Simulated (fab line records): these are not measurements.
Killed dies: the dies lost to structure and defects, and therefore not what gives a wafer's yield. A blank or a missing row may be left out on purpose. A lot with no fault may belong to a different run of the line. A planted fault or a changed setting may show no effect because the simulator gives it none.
Matching of chambers	flow nand_harc	4 sister chambers for NHARC_A_STAIRCASE_ETCH_19 on rie_diel-03
The step etches the open film in C4F8/O2, target depth 100 nm, time 40.5 s. 7 wafers are shown with their chamber, then 7 later ones without.

## WAFERS, EACH WITH ITS CHAMBER
wafer	chamber	rf_vpp_V (V)	rf_fwd_power_W (W)
L544.5	3	896	589.7
L547.6	0	897	594.3
L549.3	1	903	595.2
L549.4	2	892	596.4
L549.5	2	893	594.4
L554.2	0	895	598.5
L554.4	1	904	593.9

## WAFERS WHOSE CHAMBER IS MISSING
wafer	rf_vpp_V (V)	rf_fwd_power_W (W)
L554.5	894	591.2
L557.4	894	589.3
L557.5	894	592.7
L557.6	892	593.2
L560.3	897	594.9
L560.5	895	596.1
L560.6	893	589.3

## WHICH CHAMBER EACH ONE RAN IN
wafer	from the rows above	in truth
L554.5	can't be placed: 3 or 2 or 0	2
L557.4	can't be placed: 3 or 2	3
L557.5	can't be placed: 2 or 3 or 0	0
L557.6	2	2
L560.3	can't be placed: 0 or 3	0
L560.5	can't be placed: 0 or 2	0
L560.6	can't be placed: 3 or 2 or 0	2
Correct placement for 1 of the 7. Not placeable from these rows: 6 (in 6, the candidates include the true chamber). Wrongly placed: 0.
How it was worked out, from the rows above alone: a wafer's distance from a chamber is the root of the sum, over the readings, of the square of ((its reading less the chamber's mean) divided by the reading's scatter). If the next closest chamber is less than 2 further off than the closest, the wafer can't be placed; otherwise it belongs to the closest. Each chamber's mean is taken over the wafers shown for it. How the scatter is found: for the shown wafers, subtract from each reading the mean of its chamber, square and add these, divide the total by (wafers less chambers), then take the root.
